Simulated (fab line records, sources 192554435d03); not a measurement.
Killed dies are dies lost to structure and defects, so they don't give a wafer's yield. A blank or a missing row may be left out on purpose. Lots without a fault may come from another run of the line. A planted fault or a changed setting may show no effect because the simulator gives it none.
Split-lot experiment | flow n5_finfet | 7 lots, 39 wafers read, on a route of 1938 steps

THE SPLIT
At N5_FIN_SAQP_SPACER1_ALD_24 (deposits SiO2, target thk 20.3 nm, pulse time 1 s, purge time 2 s), the setting ald_cycles was moved away from the recipe's 218 on 15 of the 39 wafers read, by -15.1% to +57.8%. The other wafers ran this setting at the recipe's value.

FROM THE SPLIT TO THE READING: what the file shows between them, 2 steps
- N5_FIN_SAQP_SPACER1_ETCHBACK_25: etches SiO2 in CHF3/O2, target depth 24.4 nm, time 12.2 s
- N5_FIN_SAQP_MANDREL1_REMOVE_56: chemistry HBr/Cl2/O2, target a-Si, stops on SiNx, bt time 10 s

THE READING
cd_nm, in nm, at N5_FIN_SAQP_CD_MEAS_27 (target cd 20 nm). Fault-free wafers of this fab line usually give 20.33 nm, standard deviation 0.24 nm.

wafer  | tool, chamber at the split | ald_cycles as run | against the recipe | cd_nm, nm | against lot-mates on the recipe
L076.1 | ald_sin-01, 0,1,3,3,2      | 218               | recipe             | 20.43     | -
L076.2 | ald_sin-01, 0,1,3,3,2      | 218               | recipe             | 20.18     | -
L076.3 | ald_sin-01, 2              | 218               | recipe             | 20.36     | -
L076.4 | ald_sin-01, 0,1,3,3,2      | 218               | recipe             | 20.41     | -
L076.5 | ald_sin-01, 0,1,3,3,2      | 218               | recipe             | 20.38     | -
L076.6 | ald_sin-01, 0,1,3,3,2      | 218               | recipe             | 20.61     | -
L077.1 | ald_sin-03, 1              | 218               | recipe             | 19.60     | -
L077.2 | ald_sin-03, 0,3,2          | 291               | +33.5%             | 27.30     | +7.22
L077.3 | ald_sin-03, 0,3,2          | 291               | +33.5%             | 26.79     | +6.71
L077.4 | ald_sin-03, 2,3            | 218               | recipe             | 20.58     | -
L077.5 | ald_sin-03, 2,3            | 218               | recipe             | 20.07     | -
L077.6 | ald_sin-03, 0,3,2          | 291               | +33.5%             | 27.22     | +7.14
L086.1 | ald_sin-03, 1,3,2          | 218               | recipe             | 20.06     | -
L086.2 | ald_sin-03, 2,0            | 344               | +57.8%             | 32.15     | +12.23
L086.3 | ald_sin-03, 1,3,2          | 218               | recipe             | 19.74     | -
L086.4 | ald_sin-03, 2,0            | 344               | +57.8%             | 32.32     | +12.40
L086.5 | ald_sin-03, 1,3,2          | 218               | recipe             | 19.97     | -
L086.6 | ald_sin-03, 1              | 344               | +57.8%             | 32.24     | +12.32
L087.1 | ald_sin-03, 2,0,2          | 218               | recipe             | 19.96     | -
L087.2 | ald_sin-03, 3              | 263               | +20.6%             | 24.54     | +4.48
L087.3 | ald_sin-03, 2,0,2          | 218               | recipe             | 19.91     | -
L087.4 | ald_sin-03, 1,3            | 263               | +20.6%             | 24.31     | +4.25
L087.5 | ald_sin-03, 1,3            | 263               | +20.6%             | 24.48     | +4.42
L087.6 | ald_sin-03, 2,0,2          | 218               | recipe             | 20.32     | -
L091.1 | ald_sin-03, 1              | 323               | +48.2%             | 30.07     | +9.63
L091.2 | ald_sin-03, 3,2,2          | 218               | recipe             | 20.59     | -
L091.3 | ald_sin-03, 0              | 323               | +48.2%             | 29.85     | +9.41
L091.4 | ald_sin-03, 3,2,2          | 218               | recipe             | 20.30     | -
L091.5 | ald_sin-03, 3              | 323               | +48.2%             | 30.05     | +9.61
L091.6 | ald_sin-03, 3,2,2          | 218               | recipe             | 20.43     | -
L092.1 | ald_sin-01, 1,3            | 185               | -15.1%             | 17.07     | -3.40
L092.2 | ald_sin-01, 0,2,1          | 218               | recipe             | 20.76     | -
L092.3 | ald_sin-01, 0,2,1          | 218               | recipe             | 20.39     | -
L092.4 | ald_sin-01, 1,3            | 185               | -15.1%             | 17.12     | -3.35
L092.5 | ald_sin-01, 0,2,1          | 218               | recipe             | 20.25     | -
L092.6 | ald_sin-01, 0              | 185               | -15.1%             | 17.44     | -3.03
L096.2 | ald_sin-01, 1              | 218               | recipe             | 20.45     | -
L096.4 | ald_sin-01, 3              | 218               | recipe             | 20.26     | -
L096.6 | ald_sin-01, 1              | 218               | recipe             | 20.28     | -
Where a row lists several chambers, the file gives one row for several wafers and doesn't say which wafer went through which chamber.

THE FIT
A straight line over all 39 wafers: cd_nm changes by +0.205 nm for each +1% of ald_cycles; r = +1.00; the points scatter about the line by 0.25 nm.
The same after taking each lot's own level away (the mean of its wafers on the recipe; 39 wafers): +0.208 nm for each +1%; r = +1.00; scatter 0.24 nm.
On that fit, the largest move of ald_cycles shifts the reading by 12 nm.
The lots' own levels span 19.923 to 20.467 nm, that is 2.3 times the standard deviation above.
So the lot-to-lot level changes the slope little: the two slopes agree.
Check: with one of the wafers moved furthest among these (+57.8%) left out of the fit, the line predicts +12 nm for it against its lot-mates. It came out at +12.2 nm against them.

THE WHOLE CHAIN: every reading that the file lists as answering this split, in the file's order
step                           | what it does                                                      | reading                                                                                 | change (the file's fit)               | r (the file's)
N5_FIN_SAQP_SPACER1_ALD_24     | deposits SiO2, target thk 20.3 nm, pulse time 1 s, purge time 2 s | SiO2_of_FIN_SAQP_SPACER1_ALD_24.thk_nm (the simulator's own value, which no gauge read) | +0.202 nm for each +1% of the setting | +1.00
N5_FIN_SAQP_MANDREL1_REMOVE_56 | chemistry HBr/Cl2/O2, target a-Si, stops on SiNx, bt time 10 s    | FIN_SAQP.cd_nm (the simulator's own value, which no gauge read)                         | +0.204 nm for each +1% of the setting | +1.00
N5_FIN_SAQP_CD_MEAS_27         | target cd 20 nm                                                   | cd_nm                                                                                   | +0.208 nm for each +1% of the setting | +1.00

THE FILE'S OWN FIT
cd_nm changes by +0.208 nm for each +1% of ald_cycles, r = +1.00.
